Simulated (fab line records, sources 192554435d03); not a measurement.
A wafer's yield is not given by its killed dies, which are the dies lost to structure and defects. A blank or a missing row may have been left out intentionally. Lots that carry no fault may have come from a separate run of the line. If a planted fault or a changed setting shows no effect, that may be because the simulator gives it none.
fab line records	flow n5Finfet
record lots=24	wafers=72	lastDay=20
route steps=1938 shown BEOL_M12@1647 BEOL_M13@1691
lots that met no fault: from a run of the same line without faults
startH: hours from the record's opening day to when the first of the lot's shown wafers began	waitH: how many hours have passed since the lot's step before this one	" identical to the entry in the row above	L1.1+2: one row covering several wafers at once	- no value, or no start was given	* or withheld: withheld	< > ~ a bound
route shown NAME@n: names a module that has steps shown in the file, with the first one's number in the route	usual: mean/standard deviation taken from wafers without a fault	same: alike in all rows	chamber/n: place in a boat	sites: the reading at each site	_std_site: standard deviation across them	_edge_site: mean of outer sites minus mean of inner sites	radiusMm: for every site, how far away it sits from the centre of the wafer	mask NAME#n: copy n	behind: tool/chamber where the wafer was last shaped	hold: why the lot went on hold/how many hours it stayed there/how the hold came to an end	device: the transistor (n, p or np) that didn't switch	end of line: the tests these same wafers got at the end of their route	a step with no rows: only its recipe	killed: dies that structure and defects cost at the first sort, which is not the same as the wafer's yield	map: per-die view of a wafer (x killed, . not killed, _ where there is no die)
set.NAME: the run value of the setting; set.NAME@STEP: its run value at that earlier step	model.NAME: the simulator's own value behind a step, which no gauge read
the route's steps for a sample of lots (tables are steps, rows are wafers)
services: when a tool's chamber went out of use (startH, in hours from the record's first day, below 0 if earlier), for how many hours, and the reason
## steps
# step N5_BEOL_M12_PRE_CLEAN_42
# recipe gas=H2/He	timeS=30	tempC=250
# usual heaterPowerW=329/22
lot.wafer	tool	chamber	startH	waitH	heaterPowerW
L074.2	pvdSputter-02	-	267.48	0.0	342
L074.3	"	-	"	"	311
L074.5	"	-	"	"	344
L075.3	pvdSputter-01	-	283.80	0.0	348
L075.5	"	-	"	"	306
L075.6	"	-	"	"	362
L078.1	pvdSputter-03	-	291.44	0.0	326
L078.3	"	-	"	"	353
L078.6	"	-	"	"	307
L076.1	pvdSputter-01	-	292.81	0.0	339
L076.4	"	-	"	"	304
L076.5	"	-	"	"	345
L077.1	pvdSputter-03	-	297.16	0.0	346
L077.4	"	-	"	"	312
L077.5	"	-	"	"	354
L079.1	pvdSputter-03	-	306.84	0.0	323
L079.4	"	-	"	"	341
L079.6	"	-	"	"	332
L083.2	pvdSputter-01	-	314.72	0.0	345
L083.5	"	-	"	"	341
L083.6	"	-	"	"	351
L082.2	pvdSputter-02	-	318.80	0.0	323
L082.4	"	-	"	"	342
L082.5	"	-	"	"	318
L080.1	pvdSputter-03	-	326.47	0.0	340
L080.3	"	-	"	"	362
L080.6	"	-	"	"	327
L084.1	pvdSputter-02	-	338.39	0.0	302
L084.4	"	-	"	"	306
L084.6	"	-	"	"	325
L081.2	pvdSputter-03	-	338.86	0.0	322
L081.3	"	-	"	"	309
L081.4	"	-	"	"	338
L085.1	pvdSputter-03	-	345.80	0.0	306
L085.2	"	-	"	"	315
L085.4	"	-	"	"	339
L088.1	pvdSputter-02	-	355.54	0.0	312
L088.2	"	-	"	"	285
L088.6	"	-	"	"	308
L087.1	pvdSputter-01	-	362.47	0.0	341
L087.2	"	-	"	"	303
L087.4	"	-	"	"	367
L089.1	pvdSputter-03	-	369.08	0.0	311
L089.2	"	-	"	"	319
L089.6	"	-	"	"	316
L086.2	pvdSputter-02	-	371.51	0.0	298
L086.4	"	-	"	"	305
L086.6	"	-	"	"	290
L091.1	pvdSputter-01	-	371.73	0.0	300
L091.4	"	-	"	"	338
L091.5	"	-	"	"	362
L093.3	pvdSputter-03	-	394.53	0.0	373
L093.4	"	-	"	"	314
L093.6	"	-	"	"	350
L092.1	pvdSputter-03	-	396.27	0.0	365
L092.3	"	-	"	"	313
L092.5	"	-	"	"	316
L094.4	pvdSputter-02	-	416.31	0.0	311
L094.5	"	-	"	"	318
L094.6	"	-	"	"	303
L090.1	pvdSputter-03	-	421.68	0.0	361
L090.3	"	-	"	"	331
L090.5	"	-	"	"	327
L096.2	pvdSputter-03	-	423.26	0.0	349
L096.3	"	-	"	"	327
L096.4	"	-	"	"	303
L097.1	pvdSputter-03	-	426.40	0.0	357
L097.4	"	-	"	"	324
L097.6	"	-	"	"	361
L095.2	pvdSputter-02	-	447.56	0.0	309
L095.4	"	-	"	"	352
L095.5	"	-	"	"	315
# step N5_BEOL_M13_INSPECT_30
# recipe mode=adi	inspectInstrument=macro
# usual rawDefectCount=2.0/1.6
lot.wafer	tool	chamber	startH	waitH	rawDefectCount
L074.2	defectInspect-01	-	270.19	0.0	0
L074.3	"	-	"	"	0
L074.5	"	-	"	"	1
L075.3	defectInspect-02	-	287.95	0.0	3
L075.5	"	-	"	"	2
L075.6	"	-	"	"	0
L078.1	defectInspect-02	-	294.46	0.0	1
L078.3	"	-	"	"	3
L078.6	"	-	"	"	5
L076.1	defectInspect-01	-	296.17	0.0	0
L076.4	"	-	"	"	3
L076.5	"	-	"	"	3
L077.1	defectInspect-01	-	300.51	0.0	1
L077.4	"	-	"	"	2
L077.5	"	-	"	"	1
L079.1	defectInspect-02	-	309.59	0.0	3
L079.4	"	-	"	"	0
L079.6	"	-	"	"	4
L083.2	defectInspect-02	-	317.83	0.0	4
L083.5	"	-	"	"	5
L083.6	"	-	"	"	1
L082.2	defectInspect-01	-	322.08	0.0	3
L082.4	"	-	"	"	3
L082.5	"	-	"	"	1
L080.1	defectInspect-02	-	329.49	0.0	2
L080.3	"	-	"	"	2
L080.6	"	-	"	"	2
L084.1	defectInspect-02	-	341.79	0.0	0
L084.4	"	-	"	"	1
L084.6	"	-	"	"	2
L081.2	defectInspect-01	-	342.12	0.0	7
L081.3	"	-	"	"	1
L081.4	"	-	"	"	2
L085.1	defectInspect-02	-	348.63	0.0	5
L085.2	"	-	"	"	0
L085.4	"	-	"	"	0
L088.1	defectInspect-01	-	358.62	0.0	4
L088.2	"	-	"	"	2
L088.6	"	-	"	"	5
L087.1	defectInspect-02	-	365.29	0.0	1
L087.2	"	-	"	"	5
L087.4	"	-	"	"	1
L089.1	defectInspect-02	-	372.06	0.0	2
L089.2	"	-	"	"	0
L089.6	"	-	"	"	1
L086.2	defectInspect-01	-	374.33	0.0	3
L086.4	"	-	"	"	3
L086.6	"	-	"	"	2
L091.1	defectInspect-02	-	374.77	0.0	6
L091.4	"	-	"	"	0
L091.5	"	-	"	"	5
L093.3	defectInspect-01	-	397.88	0.0	1
L093.4	"	-	"	"	2
L093.6	"	-	"	"	2
L092.1	defectInspect-02	-	399.21	0.0	5
L092.3	"	-	"	"	1
L092.5	"	-	"	"	3
L094.4	defectInspect-01	-	419.00	0.0	3
L094.5	"	-	"	"	3
L094.6	"	-	"	"	1
L090.1	defectInspect-02	-	424.90	0.0	1
L090.3	"	-	"	"	3
L090.5	"	-	"	"	2
L096.2	defectInspect-01	-	426.32	0.0	1
L096.3	"	-	"	"	2
L096.4	"	-	"	"	1
L097.1	defectInspect-01	-	429.16	0.0	0
L097.4	"	-	"	"	2
L097.6	"	-	"	"	5
L095.2	defectInspect-02	-	450.51	0.0	5
L095.4	"	-	"	"	4
L095.5	"	-	"	"	1
# step N5_BEOL_M13_ETCH_68
# recipe chemistry=N2/H2	target=SOC	maskMaterial=SiARC	sourceW=3000	biasW=350	tempC=40	timeS=355	ionEnergyEv=200	pressureMtorr=30	n2FlowSccm=200	h2FlowSccm=200
# usual drypumpMotorCurrentA=5.6/0.35	oesProductAu=0.79/0.07	rfVppV=523.3/2.6	showerheadPlenumPTorr=2.52/0.091	throttleValvePct=17.74/0.23
lot.wafer	tool	chamber	startH	waitH	drypumpMotorCurrentA	oesProductAu	rfHoursCounterH	rfVppV	showerheadPlenumPTorr	throttleValvePct
L074.2	rieDiel-02	3	270.44	0.1	5.7	0.73	223	520.7	2.40	17.87
L074.3	"	2	"	"	5.6	0.73	204	523.7	2.50	17.77
L074.5	"	1	"	"	5.4	0.82	-	526.3	2.67	17.49
L075.3	rieDiel-02	3	288.16	0.1	5.7	0.71	229	520.4	2.40	17.89
L075.5	"	0	"	"	5.5	0.80	-	520.9	2.47	17.82
L075.6	"	1	"	"	5.4	0.81	-	526.8	2.66	17.52
L078.1	rieDiel-02	1	294.68	0.1	5.4	0.82	100	526.7	2.66	17.52
L078.3	"	3	"	"	5.7	0.71	231	521.1	2.40	17.89
L078.6	"	3	"	"	5.6	0.72	-	521.2	2.40	17.88
L076.1	rieDiel-02	1	296.43	0.1	5.4	0.81	101	526.9	2.66	17.54
L076.4	"	0	"	"	5.6	0.79	133	520.7	2.46	17.81
L076.5	"	1	"	"	5.4	0.81	-	527.2	2.66	17.53
L077.1	rieDiel-02	1	300.73	0.1	5.4	0.80	103	527.8	2.66	17.54
L077.4	"	2	"	"	5.6	0.71	215	523.4	2.50	17.80
L077.5	"	2	"	"	5.6	0.71	-	521.5	2.50	17.80
L079.1	rieDiel-06	2	309.81	0.1	5.9	0.77	139	518.7	2.35	17.90
L079.4	"	3	"	"	5.8	0.68	232	521.8	2.51	17.92
L079.6	"	1	"	"	5.4	0.81	-	523.4	2.55	17.61
L083.2	rieDiel-03	1	318.06	0.1	6.5	0.74	195	523.0	2.52	17.73
L083.5	"	3	"	"	4.9	0.72	-	526.4	2.62	18.20
L083.6	"	2	"	"	5.4	0.93	-	525.8	2.59	17.36
L082.2	rieDiel-03	2	322.29	0.1	5.4	0.92	6	525.2	2.59	17.37
L082.4	"	3	"	"	4.9	0.72	213	527.3	2.62	18.23
L082.5	"	2	"	"	5.4	0.92	-	526.0	2.59	17.37
L080.1	rieDiel-06	0	329.71	0.1	5.5	0.86	60	521.1	2.48	17.50
L080.3	"	3	"	"	5.8	0.67	238	522.4	2.50	17.94
L080.6	"	0	"	"	5.5	0.87	-	520.2	2.48	17.50
L084.1	rieDiel-02	1	342.12	0.1	5.4	0.80	114	527.4	2.65	17.54
L084.4	"	3	"	"	5.7	0.70	247	518.8	2.39	17.92
L084.6	"	3	"	"	5.7	0.70	-	519.5	2.39	17.92
L081.2	rieDiel-03	2	342.58	0.1	5.4	0.90	12	524.5	2.59	17.37
L081.3	"	0	"	"	6.0	0.81	83	524.0	2.61	18.02
L081.4	"	1	"	"	6.5	0.74	202	523.7	2.51	17.76
L085.1	rieDiel-06	3	348.85	0.1	5.8	0.68	246	522.3	2.50	17.96
L085.2	"	0	"	"	5.5	0.86	69	523.1	2.47	17.51
L085.4	"	0	"	"	5.5	0.85	-	522.2	2.47	17.51
L088.1	rieDiel-03	1	359.12	0.1	6.5	0.73	206	521.3	2.51	17.77
L088.2	"	2	"	"	5.4	0.89	15	525.7	2.59	17.39
L088.6	"	1	"	"	6.5	0.73	-	524.5	2.51	17.76
L087.1	rieDiel-02	1	365.50	0.1	5.4	0.79	122	526.7	2.65	17.57
L087.2	"	2	"	"	5.5	0.70	238	524.8	2.49	17.84
L087.4	"	2	"	"	5.6	0.70	-	522.3	2.49	17.84
L089.1	rieDiel-06	0	372.40	0.1	5.5	0.85	77	521.3	2.47	17.52
L089.2	"	2	"	"	5.9	0.75	147	518.2	2.35	17.90
L089.6	"	2	"	"	5.9	0.75	-	516.9	2.35	17.93
L086.2	rieDiel-06	2	374.55	0.1	5.9	0.75	148	518.3	2.35	17.91
L086.4	"	2	"	"	5.9	0.76	-	518.9	2.35	17.92
L086.6	"	0	"	"	5.6	0.84	-	522.3	2.47	17.51
L091.1	rieDiel-03	2	374.98	0.1	5.4	0.89	20	523.9	2.59	17.39
L091.4	"	1	"	"	6.5	0.73	211	523.8	2.51	17.76
L091.5	"	2	"	"	5.4	0.90	-	524.8	2.59	17.40
L093.3	rieDiel-06	1	398.09	0.1	5.4	0.77	134	524.7	2.53	17.68
L093.4	"	0	"	"	5.5	0.82	88	522.2	2.46	17.53
L093.6	"	2	"	"	5.8	0.74	-	518.9	2.34	17.92
L092.1	rieDiel-06	1	399.43	0.1	5.4	0.77	134	524.8	2.53	17.69
L092.3	"	2	"	"	5.9	0.74	159	517.9	2.34	17.94
L092.5	"	1	"	"	5.4	0.77	-	524.2	2.53	17.66
L094.4	rieDiel-06	1	419.21	0.1	5.4	0.77	140	524.1	2.53	17.67
L094.5	"	0	"	"	5.5	0.83	-	520.5	2.46	17.54
L094.6	"	3	"	"	5.8	0.94	-	524.2	2.49	17.55
L090.1	rieDiel-02	1	425.12	0.1	5.4	0.76	141	525.0	2.64	17.60
L090.3	"	3	"	"	5.7	0.90	17	527.8	2.70	17.51
L090.5	"	3	"	"	5.7	0.92	-	528.7	2.70	17.52
L096.2	rieDiel-03	3	426.54	0.1	4.9	0.71	235	525.2	2.61	18.27
L096.3	"	0	"	"	6.0	0.79	100	524.9	2.60	18.07
L096.4	"	2	"	"	5.4	0.86	28	526.6	2.58	17.42
L097.1	rieDiel-03	2	429.37	0.1	5.4	0.86	29	526.3	2.58	17.42
L097.4	"	0	"	"	6.0	0.79	100	524.1	2.60	18.07
L097.6	"	1	"	"	6.5	0.72	-	523.2	2.51	17.77
L095.2	rieDiel-02	2	450.73	0.1	5.5	1.01	4	524.0	2.48	17.55
L095.4	"	0	"	"	5.5	0.74	181	520.3	2.44	17.90
L095.5	"	0	"	"	5.5	0.74	-	519.2	2.44	17.89
# step N5_BEOL_M13_OCD_MEAS_35
# usual trenchDepthNm=412/6
lot.wafer	tool	chamber	startH	waitH	trenchDepthNm
L074.2	ocd-01	-	270.83	0.0	409
L074.3	"	-	"	"	414
L074.5	"	-	"	"	423
L075.3	ocd-01	-	288.56	0.0	407
L075.5	"	-	"	"	418
L075.6	"	-	"	"	422
L078.1	ocd-01	-	295.07	0.0	428
L078.3	"	-	"	"	411
L078.6	"	-	"	"	413
L076.1	ocd-02	-	296.83	0.0	420
L076.4	"	-	"	"	418
L076.5	"	-	"	"	422
L077.1	ocd-02	-	301.12	0.0	423
L077.4	"	-	"	"	410
L077.5	"	-	"	"	407
L079.1	ocd-01	-	310.21	0.0	411
L079.4	"	-	"	"	409
L079.6	"	-	"	"	414
L083.2	ocd-01	-	318.45	0.0	415
L083.5	"	-	"	"	408
L083.6	"	-	"	"	410
L082.2	ocd-02	-	322.69	0.0	402
L082.4	"	-	"	"	409
L082.5	"	-	"	"	404
L080.1	ocd-02	-	330.11	0.0	417
L080.3	"	-	"	"	411
L080.6	"	-	"	"	417
L084.1	ocd-01	-	342.52	0.0	420
L084.4	"	-	"	"	407
L084.6	"	-	"	"	402
L081.2	ocd-02	-	342.98	0.0	409
L081.3	"	-	"	"	405
L081.4	"	-	"	"	417
L085.1	ocd-02	-	349.25	0.0	414
L085.2	"	-	"	"	415
L085.4	"	-	"	"	414
L088.1	ocd-01	-	359.51	0.0	414
L088.2	"	-	"	"	405
L088.6	"	-	"	"	416
L087.1	ocd-01	-	365.90	0.0	422
L087.2	"	-	"	"	408
L087.4	"	-	"	"	409
L089.1	ocd-02	-	372.79	0.0	413
L089.2	"	-	"	"	403
L089.6	"	-	"	"	406
L086.2	ocd-02	-	374.95	0.0	408
L086.4	"	-	"	"	407
L086.6	"	-	"	"	420
L091.1	ocd-01	-	375.38	0.0	406
L091.4	"	-	"	"	418
L091.5	"	-	"	"	412
L093.3	ocd-02	-	398.49	0.0	411
L093.4	"	-	"	"	415
L093.6	"	-	"	"	402
L092.1	ocd-01	-	399.82	0.0	408
L092.3	"	-	"	"	405
L092.5	"	-	"	"	411
L094.4	ocd-01	-	419.61	0.0	409
L094.5	"	-	"	"	417
L094.6	"	-	"	"	416
L090.1	ocd-01	-	425.51	0.0	417
L090.3	"	-	"	"	419
L090.5	"	-	"	"	421
L096.2	ocd-02	-	426.93	0.0	412
L096.3	"	-	"	"	404
L096.4	"	-	"	"	406
L097.1	ocd-02	-	429.77	0.0	407
L097.4	"	-	"	"	403
L097.6	"	-	"	"	413
L095.2	ocd-01	-	451.13	0.0	425
L095.4	"	-	"	"	411
L095.5	"	-	"	"	411
# step N5_BEOL_M13_DEGAS_41
# recipe ambient=vacuum	tempC=250	timeS=60
# usual heaterPowerW=326/24
lot.wafer	tool	chamber	startH	waitH	heaterPowerW
L074.2	pvdSputter-02	-	272.26	0.8	322
L074.3	"	-	"	"	283
L074.5	"	-	"	"	286
L075.3	pvdSputter-01	-	289.29	0.1	362
L075.5	"	-	"	"	301
L075.6	"	-	"	"	347
L078.1	pvdSputter-02	-	296.44	0.3	323
L078.3	"	-	"	"	299
L078.6	"	-	"	"	291
L076.1	pvdSputter-03	-	303.42	0.2	309
L076.4	"	-	"	"	351
L076.5	"	-	"	"	340
L077.1	pvdSputter-01	-	305.98	2.4	341
L077.4	"	-	"	"	362
L077.5	"	-	"	"	364
L079.1	pvdSputter-03	-	318.77	0.2	334
L079.4	"	-	"	"	357
L079.6	"	-	"	"	307
L083.2	pvdSputter-03	-	320.93	2.1	319
L083.5	"	-	"	"	324
L083.6	"	-	"	"	337
L082.2	pvdSputter-01	-	323.24	0.2	297
L082.4	"	-	"	"	347
L082.5	"	-	"	"	338
L080.1	pvdSputter-01	-	332.43	0.3	362
L080.3	"	-	"	"	342
L080.6	"	-	"	"	350
L084.1	pvdSputter-03	-	346.12	0.6	335
L084.4	"	-	"	"	365
L084.6	"	-	"	"	335
L081.2	pvdSputter-02	-	348.74	0.3	344
L081.3	"	-	"	"	310
L081.4	"	-	"	"	309
L085.1	pvdSputter-01	-	351.96	0.2	370
L085.2	"	-	"	"	332
L085.4	"	-	"	"	343
L088.1	pvdSputter-01	-	362.95	0.3	342
L088.2	"	-	"	"	340
L088.6	"	-	"	"	336
L087.1	pvdSputter-03	-	368.18	0.5	356
L087.2	"	-	"	"	326
L087.4	"	-	"	"	320
L089.1	pvdSputter-02	-	373.16	0.0	315
L089.2	"	-	"	"	288
L089.6	"	-	"	"	289
L086.2	pvdSputter-03	-	377.60	0.2	312
L086.4	"	-	"	"	364
L086.6	"	-	"	"	339
L091.1	pvdSputter-02	-	377.94	0.2	295
L091.4	"	-	"	"	315
L091.5	"	-	"	"	283
L093.3	pvdSputter-03	-	401.95	0.3	323
L093.4	"	-	"	"	351
L093.6	"	-	"	"	317
L092.1	pvdSputter-02	-	406.88	0.2	297
L092.3	"	-	"	"	342
L092.5	"	-	"	"	349
L094.4	pvdSputter-03	-	420.78	0.6	329
L094.5	"	-	"	"	363
L094.6	"	-	"	"	319
L090.1	pvdSputter-02	-	426.75	0.4	285
L090.3	"	-	"	"	305
L090.5	"	-	"	"	316
L096.2	pvdSputter-03	-	448.06	0.5	354
L096.3	"	-	"	"	326
L096.4	"	-	"	"	313
L097.1	pvdSputter-02	-	448.65	0.0	308
L097.4	"	-	"	"	342
L097.6	"	-	"	"	317
L095.2	pvdSputter-02	-	456.90	2.1	344
L095.4	"	-	"	"	291
L095.5	"	-	"	"	287
# step N5_BEOL_M13_CMP_49
# recipe stopOn=SiOC	tOverpolishS=17.1	downForcePsi=1	platenRpm=50	clearingPlatenDownForcePsi=1.5	clearingPlatenRpm=50	postCmpClean=cuAlkaline	targetThkNm=420	clearingPlatenPadVelocityMS=0.99484	padVelocityMS=0.99484
# usual barrierFieldEndpointS=30.4/0.89	edgeZonePressureFrac=1.000/0.0045	motorCurrentA=6.1/0.72	overpolishRunS=17.102/0.0094
lot.wafer	tool	chamber	startH	waitH	barrierFieldEndpointS	edgeZonePressureFrac	motorCurrentA	overpolishRunS
L074.3	cmp-04	3	273.11	0.2	33.1	1.007	6.7	17.091
L074.2	"	1	"	"	31.5	0.999	6.6	17.099
L074.5	"	2	"	"	31.1	1.000	5.5	17.091
L075.3	cmp-01	1	290.11	0.2	29.0	0.995	5.4	17.082
L075.6	"	1	"	"	29.1	0.996	5.4	17.100
L075.5	"	2	"	"	29.8	1.007	6.1	17.107
L078.1	cmp-01	0	297.40	0.3	29.8	1.001	6.9	17.108
L078.3	"	2	"	"	30.4	1.013	6.0	17.100
L078.6	"	0	"	"	30.3	0.993	6.9	17.101
L076.1	cmp-01	1	304.86	0.3	29.0	1.001	5.2	17.113
L076.4	"	0	"	"	29.8	0.999	6.5	17.104
L076.5	"	1	"	"	28.6	0.996	5.4	17.115
L077.1	cmp-01	0	306.88	0.3	29.9	1.000	6.9	17.113
L077.4	"	1	"	"	29.5	1.001	5.3	17.102
L077.5	"	3	"	"	31.5	0.994	5.5	17.103
L079.4	cmp-02	2	319.84	0.1	30.7	0.997	5.0	17.121
L079.1	"	1	"	"	30.5	0.996	6.0	17.107
L079.6	"	3	"	"	29.1	0.991	6.1	17.101
L083.2	cmp-01	1	321.74	0.2	30.7	0.994	5.1	17.115
L083.5	"	1	"	"	30.8	0.998	5.3	17.093
L083.6	"	2	"	"	31.6	1.001	5.9	17.105
L082.4	cmp-02	1	324.41	0.2	29.8	0.993	6.1	17.093
L082.2	"	3	"	"	28.0	1.002	6.1	17.108
L082.5	"	0	"	"	29.6	1.002	7.8	17.094
L080.1	cmp-04	2	333.28	0.3	31.4	1.001	5.6	17.111
L080.3	"	0	"	"	30.9	0.999	6.1	17.092
L080.6	"	1	"	"	29.9	1.003	6.8	17.101
L084.4	cmp-01	3	347.02	0.1	30.7	0.992	5.3	17.078
L084.1	"	0	"	"	29.5	1.002	6.9	17.097
L084.6	"	3	"	"	31.2	0.998	5.6	17.095
L081.4	cmp-02	2	349.59	0.2	30.1	1.005	5.1	17.099
L081.2	"	3	"	"	29.0	0.995	6.1	17.128
L081.3	"	0	"	"	29.5	1.002	7.7	17.097
L085.1	cmp-01	1	352.99	0.4	29.7	1.006	5.4	17.126
L085.2	"	2	"	"	30.7	0.998	6.2	17.110
L085.4	"	3	"	"	31.4	1.006	5.6	17.108
L088.2	cmp-01	0	363.80	0.2	30.4	1.001	6.8	17.107
L088.1	"	1	"	"	29.6	1.000	5.4	17.097
L088.6	"	0	"	"	30.7	1.002	6.9	17.110
L087.4	cmp-04	3	369.00	0.1	31.1	0.992	6.4	17.102
L087.2	"	0	"	"	30.5	1.003	6.0	17.094
L087.1	"	2	"	"	30.6	1.000	5.5	17.099
L089.1	cmp-04	2	374.31	0.3	31.2	0.999	5.5	17.114
L089.2	"	1	"	"	30.7	1.006	6.5	17.094
L089.6	"	2	"	"	32.1	1.004	5.3	17.110
L086.2	cmp-04	1	378.51	0.2	30.6	1.005	6.7	17.103
L086.4	"	3	"	"	31.6	1.003	6.4	17.100
L086.6	"	1	"	"	31.4	1.001	6.6	17.085
L091.4	cmp-02	2	379.28	0.4	29.5	0.999	5.0	17.100
L091.1	"	0	"	"	29.8	1.003	7.5	17.104
L091.5	"	1	"	"	29.4	0.998	5.8	17.106
L093.3	cmp-02	2	402.86	0.3	30.8	0.995	5.0	17.120
L093.4	"	3	"	"	29.6	1.000	6.2	17.099
L093.6	"	0	"	"	30.3	1.006	7.7	17.111
L092.1	cmp-04	2	407.85	0.3	30.5	1.004	5.3	17.086
L092.3	"	3	"	"	30.4	0.998	6.6	17.087
L092.5	"	2	"	"	30.0	1.009	5.3	17.079
L094.4	cmp-04	1	421.64	0.2	30.2	1.006	6.7	17.102
L094.6	"	0	"	"	31.1	1.001	6.1	17.114
L094.5	"	1	"	"	31.3	0.999	6.6	17.101
L090.1	cmp-04	1	427.65	0.3	29.9	0.984	6.8	17.100
L090.3	"	2	"	"	30.0	0.994	5.1	17.100
L090.5	"	0	"	"	29.6	0.999	6.0	17.102
L096.3	cmp-02	0	449.03	0.2	30.0	0.996	7.3	17.095
L096.2	"	1	"	"	30.9	1.001	6.0	17.106
L096.4	"	2	"	"	30.4	0.994	4.9	17.091
L097.1	cmp-02	1	449.47	0.3	30.0	1.001	6.2	17.115
L097.4	"	0	"	"	29.5	1.002	7.9	17.099
L097.6	"	1	"	"	30.2	1.004	5.7	17.085
L095.4	cmp-01	1	457.79	0.2	29.5	1.001	5.4	17.106
L095.2	"	2	"	"	31.0	1.000	6.2	17.108
L095.5	"	3	"	"	30.5	0.998	5.9	17.096
## services
tool	chamber	startH	hours	kind
rieDiel-02	0	252.10	6.5	repair
cmp-02	-	259.41	4.0	pm
cmp-01	-	269.12	8.4	pm
cmp-01	-	278.95	0.5	repair
cmp-02	-	289.59	4.6	pm
cmp-02	-	321.72	0.3	repair
cmp-01	-	325.02	0.8	repair
cmp-02	-	328.59	0.6	repair
rieDiel-06	2	331.76	38.5	repair
cmp-04	-	346.47	12.1	pm
rieDiel-02	3	351.50	-	clean
cmp-02	-	359.12	1.0	repair
cmp-02	-	367.04	9.2	repair
cmp-01	-	375.79	4.0	pm
rieDiel-03	-	377.95	28.1	pm
rieDiel-02	-	383.26	0.5	repair
cmp-04	-	385.72	4.0	pm
pvdSputter-01	-	393.50	73.0	repair
cmp-02	-	417.21	9.6	repair
cmp-04	-	428.80	6.7	pm
pvdSputter-02	-	431.19	14.6	repair
rieDiel-03	1	436.31	21.0	repair
rieDiel-06	-	440.85	5.4	repair
rieDiel-02	1	457.33	10.4	repair
## key
fault none
